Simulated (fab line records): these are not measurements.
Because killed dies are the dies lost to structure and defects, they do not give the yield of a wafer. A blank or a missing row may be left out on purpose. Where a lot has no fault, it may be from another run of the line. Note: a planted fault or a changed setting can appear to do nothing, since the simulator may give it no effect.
What tool caused it? -- flow nand-harc -- 24 lots with 72 wafers sampled at 6 steps, on a route of 1302 steps

WHAT EACH GAUGE READ, for each wafer
NHARC_A_CONTACT_OVL_MEAS_09.
lot,measured,on,overlay-x-nm (nm),overlay-y-nm (nm)
L074,day 22 15:49,overlay-01,0.2 0.3 -0.2,1.0 0.3 0.6
L075,day 22 21:10,overlay-01,1.7 1.4 1.2,0.9 0.7 1.1
L076,day 23 03:28,overlay-01,-0.3 -0.5 -0.3,0.1 0.0 0.1
L078,day 23 14:47,overlay-02,-0.8 -0.3 -0.5,-0.8 -0.8 -0.5
L077,day 23 17:23,overlay-01,-1.3 -1.3 -1.7,0.0 0.4 0.1
L080,day 24 18:50,overlay-02,-0.6 -0.6 -0.7,-1.0 -1.3 -1.1
L079,day 24 23:09,overlay-02,0.6 0.0 -0.4,-1.2 -1.6 -1.4
L081,day 25 09:36,overlay-01,0.4 -0.2 1.0,-0.1 -0.5 -0.2
L082,day 25 17:56,overlay-01,-0.8 0.0 0.3,-0.3 -0.9 -1.0
L083,day 25 19:40,overlay-01,-0.3 0.2 -0.3,-1.3 -1.0 -1.0
L084,day 26 08:12,overlay-01,-0.7 -0.3 -1.0,-0.9 -0.8 -0.4
L085,day 26 17:37,overlay-02,0.8 1.0 1.2,-0.3 -0.4 -0.3
L086,day 27 04:33,overlay-01,-0.6 -0.8 -0.6,-0.8 -0.9 -0.5
L087,day 27 05:29,overlay-02,-0.7 -1.6 -1.0,0.2 0.1 0.5
L088,day 27 23:30,overlay-01,1.8 1.3 1.3,1.8 1.5 2.0
L089,day 28 02:55,overlay-01,0.6 0.1 0.6,-0.9 -0.6 -0.9
L090,day 28 21:08,overlay-02,-0.5 -0.5 -1.1,0.1 1.0 0.6
L091,day 29 02:30,overlay-01,-2.3 -2.4 -2.2,-0.7 -1.1 -1.2
L092,day 30 04:04,overlay-02,0.1 -0.3 -0.9,0.0 -0.2 -0.4
L093,day 30 05:04,overlay-02,0.6 0.7 0.3,1.1 0.3 0.5
L094,day 30 22:17,overlay-02,0.4 -0.1 0.4,0.3 0.3 0.5
L095,day 31 01:19,overlay-02,0.3 0.4 0.6,-1.5 -0.9 -0.2
L096,day 31 09:06,overlay-01,1.3 0.8 1.2,-1.0 -0.8 -1.0
L097,day 31 16:49,overlay-02,-0.4 0.0 -0.5,0.3 0.5 0.6

NHARC_A_M1_CD_MEAS_09: target cd 120 nm.
lot,measured,on,cd-nm (nm)
L074,day 23 06:05,cd-sem-02,120.5 120.5 119.7
L075,day 23 11:34,cd-sem-01,119.8 120.2 121.0
L076,day 23 17:49,cd-sem-02,121.0 120.2 121.3
L078,day 24 05:28,cd-sem-03,120.3 119.3 120.4
L077,day 24 07:43,cd-sem-03,120.3 120.6 119.9
L080,day 25 10:11,cd-sem-02,120.9 121.3 120.9
L079,day 25 13:37,cd-sem-01,120.2 120.5 120.2
L081,day 26 00:12,cd-sem-02,120.9 120.3 119.8
L082,day 26 08:14,cd-sem-03,120.9 119.7 120.7
L083,day 26 10:09,cd-sem-03,121.1 120.8 120.6
L084,day 26 22:35,cd-sem-01,120.7 120.0 120.4
L085,day 27 07:38,cd-sem-02,121.2 120.8 120.4
L086,day 27 18:49,cd-sem-03,119.5 120.1 119.7
L087,day 27 20:50,cd-sem-01,120.6 120.9 120.5
L088,day 28 14:07,cd-sem-03,120.2 120.3 120.3
L089,day 28 18:01,cd-sem-03,120.8 120.8 120.1
L090,day 29 11:27,cd-sem-02,120.8 119.5 119.4
L091,day 29 16:58,cd-sem-02,120.6 119.7 121.0
L092,day 30 19:03,cd-sem-02,121.5 121.2 121.2
L093,day 30 20:00,cd-sem-01,121.1 120.9 121.0
L094,day 31 13:22,cd-sem-02,120.0 120.7 120.1
L095,day 31 16:03,cd-sem-03,121.0 121.2 121.1
L096,day 31 23:54,cd-sem-02,121.0 119.5 120.0
L097,day 32 06:59,cd-sem-01,121.2 121.0 121.2

WHAT TOOL EACH LOT RAN ON (gives the tool, then ch and the chambers of the sampled wafers, and finally the start)
lot,NHARC_A_BLC_ETCH_17,NHARC_A_BLC_ETCH_18,NHARC_A_BLC_PVD_32,NHARC_A_M0_PVD_20
L074,"rie-diel-11 ch 0,2,3, day 23 06:05 or earlier","rie-diel-11 ch 0,1,2, day 23 06:05 or earlier","pvd-sputter-01, day 23 06:05 or earlier","pvd-sputter-02, day 23 06:05 or earlier"
L075,"rie-diel-11 ch 1,3, day 23 11:34 or earlier","rie-diel-11 ch 0,1, day 23 11:34 or earlier","pvd-sputter-01, day 23 11:34 or earlier","pvd-sputter-02, day 23 11:34 or earlier"
L076,"rie-diel-11 ch 0,1,2, day 23 17:49 or earlier","rie-diel-11 ch 1,3, day 23 17:49 or earlier","pvd-sputter-03, day 23 17:49 or earlier","pvd-sputter-02, day 23 17:49 or earlier"
L078,"rie-diel-04 ch 2,3, day 24 05:28 or earlier","rie-diel-04 ch 0,1, day 24 05:28 or earlier","pvd-sputter-03, day 24 05:28 or earlier","pvd-sputter-01, day 24 05:28 or earlier"
L077,"rie-diel-04 ch 0,2,3, day 24 07:43 or earlier","rie-diel-04 ch 0,1,2, day 24 07:43 or earlier","pvd-sputter-02, day 24 07:43 or earlier","pvd-sputter-03, day 24 07:43 or earlier"
L080,"rie-diel-04 ch 0,2,3, day 25 10:11 or earlier","rie-diel-04 ch 0,2,3, day 25 10:11 or earlier","pvd-sputter-01, day 25 10:11 or earlier","pvd-sputter-03, day 25 10:11 or earlier"
L079,"rie-diel-04 ch 1,2,3, day 25 13:37 or earlier","rie-diel-04 ch 1,2,3, day 25 13:37 or earlier","pvd-sputter-02, day 25 13:37 or earlier","pvd-sputter-03, day 25 13:37 or earlier"
L081,"rie-diel-04 ch 0,1,3, day 26 00:12 or earlier","rie-diel-04 ch 1,3, day 26 00:12 or earlier","pvd-sputter-01, day 26 00:12 or earlier","pvd-sputter-03, day 26 00:12 or earlier"
L082,"rie-diel-04 ch 1,2, day 26 08:14 or earlier","rie-diel-04 ch 0,1,2, day 26 08:14 or earlier","pvd-sputter-03, day 26 08:14 or earlier","pvd-sputter-03, day 26 08:14 or earlier"
L083,"rie-diel-04 ch 0,1,2, day 26 10:09 or earlier","rie-diel-04 ch 1,2, day 26 10:09 or earlier","pvd-sputter-02, day 26 10:09 or earlier","pvd-sputter-02, day 26 10:09 or earlier"
L084,"rie-diel-04 ch 2,3, day 26 22:35 or earlier","rie-diel-04 ch 2,3, day 26 22:35 or earlier","pvd-sputter-03, day 26 22:35 or earlier","pvd-sputter-01, day 26 22:35 or earlier"
L085,"rie-diel-11 ch 0,2,3, day 27 07:38 or earlier","rie-diel-11 ch 0,1,3, day 27 07:38 or earlier","pvd-sputter-01, day 27 07:38 or earlier","pvd-sputter-03, day 27 07:38 or earlier"
L086,"rie-diel-04 ch 1,2, day 27 18:49 or earlier","rie-diel-04 ch 0,1,2, day 27 18:49 or earlier","pvd-sputter-02, day 27 18:49 or earlier","pvd-sputter-02, day 27 18:49 or earlier"
L087,"rie-diel-11 ch 0,3, day 27 20:50 or earlier","rie-diel-11 ch 1,2, day 27 20:50 or earlier","pvd-sputter-02, day 27 20:50 or earlier","pvd-sputter-01, day 27 20:50 or earlier"
L088,"rie-diel-11 ch 1,3, day 28 14:07 or earlier","rie-diel-11 ch 1,2, day 28 14:07 or earlier","pvd-sputter-03, day 28 14:07 or earlier","pvd-sputter-03, day 28 14:07 or earlier"
L089,"rie-diel-11 ch 1,2, day 28 18:01 or earlier","rie-diel-11 ch 0,1,3, day 28 18:01 or earlier","pvd-sputter-03, day 28 18:01 or earlier","pvd-sputter-01, day 28 18:01 or earlier"
L090,"rie-diel-11 ch 1,2,3, day 29 11:27 or earlier","rie-diel-11 ch 0,2, day 29 11:27 or earlier","pvd-sputter-02, day 29 11:27 or earlier","pvd-sputter-02, day 29 11:27 or earlier"
L091,"rie-diel-11 ch 2,3, day 29 16:58 or earlier","rie-diel-11 ch 0,2,3, day 29 16:58 or earlier","pvd-sputter-01, day 29 16:58 or earlier","pvd-sputter-01, day 29 16:58 or earlier"
L092,"rie-diel-04 ch 0,2,3, day 30 19:03 or earlier","rie-diel-04 ch 1,2,3, day 30 19:03 or earlier","pvd-sputter-01, day 30 19:03 or earlier","pvd-sputter-02, day 30 19:03 or earlier"
L093,"rie-diel-02 ch 0,1,2, day 30 20:00 or earlier","rie-diel-02 ch 1,2, day 30 20:00 or earlier","pvd-sputter-01, day 30 20:00 or earlier","pvd-sputter-02, day 30 20:00 or earlier"
L094,"rie-diel-04 ch 0,1, day 31 13:22 or earlier","rie-diel-04 ch 0,1,2, day 31 13:22 or earlier","pvd-sputter-01, day 31 13:22 or earlier","pvd-sputter-01, day 31 13:22 or earlier"
L095,"rie-diel-02 ch 1,2,3, day 31 16:03 or earlier","rie-diel-02 ch 0,1,3, day 31 16:03 or earlier","pvd-sputter-03, day 31 16:03 or earlier","pvd-sputter-03, day 31 16:03 or earlier"
L096,"rie-diel-11 ch 1,2, day 31 23:54 or earlier","rie-diel-11 ch 0,1,3, day 31 23:54 or earlier","pvd-sputter-01, day 31 23:54 or earlier","pvd-sputter-01, day 31 23:54 or earlier"
L097,"rie-diel-11 ch 0,2,3, day 32 06:59 or earlier","rie-diel-11 ch 1,2,3, day 32 06:59 or earlier","pvd-sputter-03, day 32 06:59 or earlier","pvd-sputter-03, day 32 06:59 or earlier"
- NHARC_A_BLC_ETCH_17: etches the open film in N2/H2, target depth 390 nm, time 609.38 s.
- NHARC_A_BLC_ETCH_18: etches the open film in C4F8/O2/Ar, target depth 910 nm.
- NHARC_A_BLC_PVD_32: deposits Ti, target thk 5 nm, time 17.7 s.
- NHARC_A_M0_PVD_20: deposits TaN, target thk 5 nm, time 8.06 s.

AS READ BY THE TOOLS THEMSELVES (means over the sampled wafers that have a number; for cases with no such wafer, the mark the record gives instead)
NHARC_A_BLC_ETCH_17.
lot,tool,drypump-motor-current-A (A),oes-product-au (a.u.),rf-vpp-V (V),showerhead-plenum-p-Torr (Torr),throttle-valve-pct (%)
L074,rie-diel-11,6.2,0.986,431,2.07,14.173
L075,rie-diel-11,5.7,0.980,431,2.09,14.174
L076,rie-diel-11,6.3,0.992,428,1.97,14.176
L078,rie-diel-04,6.0,1.001,427,1.93,14.164
L077,rie-diel-04,5.7,0.998,428,1.94,14.168
L080,rie-diel-04,5.6,0.999,428,1.94,14.176
L079,rie-diel-04,5.9,1.004,430,2.01,14.170
L081,rie-diel-04,5.6,1.012,431,2.03,14.167
L082,rie-diel-04,5.8,1.009,433,2.10,14.175
L083,rie-diel-04,5.5,1.001,430,2.03,14.178
L084,rie-diel-04,6.0,1.000,428,1.92,14.160
L085,rie-diel-11,6.2,0.993,432,2.07,14.170
L086,rie-diel-04,5.8,0.989,431,2.02,14.168
L087,rie-diel-11,6.3,0.985,430,2.03,14.170
L088,rie-diel-11,5.7,0.985,432,2.09,14.170
L089,rie-diel-11,6.2,0.993,430,2.01,14.175
L090,rie-diel-11,6.0,0.990,431,2.04,14.162
L091,rie-diel-11,6.1,0.993,432,2.10,14.178
L092,rie-diel-04,5.6,1.005,428,1.94,14.157
L093,rie-diel-02,6.2,1.007,428,1.95,14.179
L094,rie-diel-04,5.4,1.001,432,2.12,14.170
L095,rie-diel-02,5.9,1.001,430,2.02,14.176
L096,rie-diel-11,6.2,0.992,430,2.00,14.169
L097,rie-diel-11,6.2,0.992,431,2.06,14.171

NHARC_A_BLC_ETCH_18.
lot,tool,oes-product-au (a.u.),rf-vpp-V (V)
L074,rie-diel-11,0.959,974
L075,rie-diel-11,0.916,972
L076,rie-diel-11,0.964,981
L078,rie-diel-04,0.981,982
L077,rie-diel-04,0.978,978
L080,rie-diel-04,0.966,973
L079,rie-diel-04,0.970,976
L081,rie-diel-04,0.932,982
L082,rie-diel-04,0.967,977
L083,rie-diel-04,0.964,983
L084,rie-diel-04,0.923,971
L085,rie-diel-11,0.959,976
L086,rie-diel-04,0.932,978
L087,rie-diel-11,0.974,972
L088,rie-diel-11,0.962,973
L089,rie-diel-11,0.965,976
L090,rie-diel-11,0.948,975
L091,rie-diel-11,0.960,979
L092,rie-diel-04,0.926,977
L093,rie-diel-02,0.979,974
L094,rie-diel-04,0.976,977
L095,rie-diel-02,0.926,978
L096,rie-diel-11,0.916,976
L097,rie-diel-11,0.942,978

NHARC_A_BLC_PVD_32.
lot,tool,throttle-valve-pct (%)
L074,pvd-sputter-01,29.5
L075,pvd-sputter-01,29.3
L076,pvd-sputter-03,29.9
L078,pvd-sputter-03,29.8
L077,pvd-sputter-02,29.6
L080,pvd-sputter-01,29.1
L079,pvd-sputter-02,29.7
L081,pvd-sputter-01,28.9
L082,pvd-sputter-03,30.0
L083,pvd-sputter-02,29.8
L084,pvd-sputter-03,30.1
L085,pvd-sputter-01,29.6
L086,pvd-sputter-02,30.7
L087,pvd-sputter-02,30.0
L088,pvd-sputter-03,29.4
L089,pvd-sputter-03,30.1
L090,pvd-sputter-02,29.6
L091,pvd-sputter-01,28.5
L092,pvd-sputter-01,28.5
L093,pvd-sputter-01,29.0
L094,pvd-sputter-01,28.7
L095,pvd-sputter-03,29.3
L096,pvd-sputter-01,29.6
L097,pvd-sputter-03,30.2

NHARC_A_M0_PVD_20.
lot,tool,throttle-valve-pct (%)
L074,pvd-sputter-02,30.0
L075,pvd-sputter-02,29.4
L076,pvd-sputter-02,29.7
L078,pvd-sputter-01,29.5
L077,pvd-sputter-03,30.1
L080,pvd-sputter-03,29.9
L079,pvd-sputter-03,30.3
L081,pvd-sputter-03,29.4
L082,pvd-sputter-03,29.5
L083,pvd-sputter-02,29.8
L084,pvd-sputter-01,28.7
L085,pvd-sputter-03,29.9
L086,pvd-sputter-02,30.1
L087,pvd-sputter-01,29.4
L088,pvd-sputter-03,30.0
L089,pvd-sputter-01,30.0
L090,pvd-sputter-02,29.0
L091,pvd-sputter-01,28.5
L092,pvd-sputter-02,30.1
L093,pvd-sputter-02,29.6
L094,pvd-sputter-01,29.6
L095,pvd-sputter-03,29.9
L096,pvd-sputter-01,29.3
L097,pvd-sputter-03,29.3

THE ANSWER, worked out from the rows above alone
Rule: the lots themselves supply what counts as usual. Put in order of their means at a reading, lots are off if they are a third of the lots or fewer, leave a main group of 4 or more, and stand apart from it by a gap of 3 or more times the standard deviation of the main group's means; of several such gaps the widest counts. A main group is skipped when, at the precision printed for the reading in the tables above, its means are all equal. A lot without any number at a reading at which 4 lots or more have one is off too. The other lots that the step has rows for count as sound. After the gauges, taken in route order, come the tools' own readings; for these a lot's mean is taken, as printed above. The first step at which some lot is off is used, and at that step the reading that is off furthest; a lot without a number counts as furthest.
Across all readings shown, no lot is off: no conclusion can be drawn from this.

WHAT THE SIMULATOR HAD INSERTED
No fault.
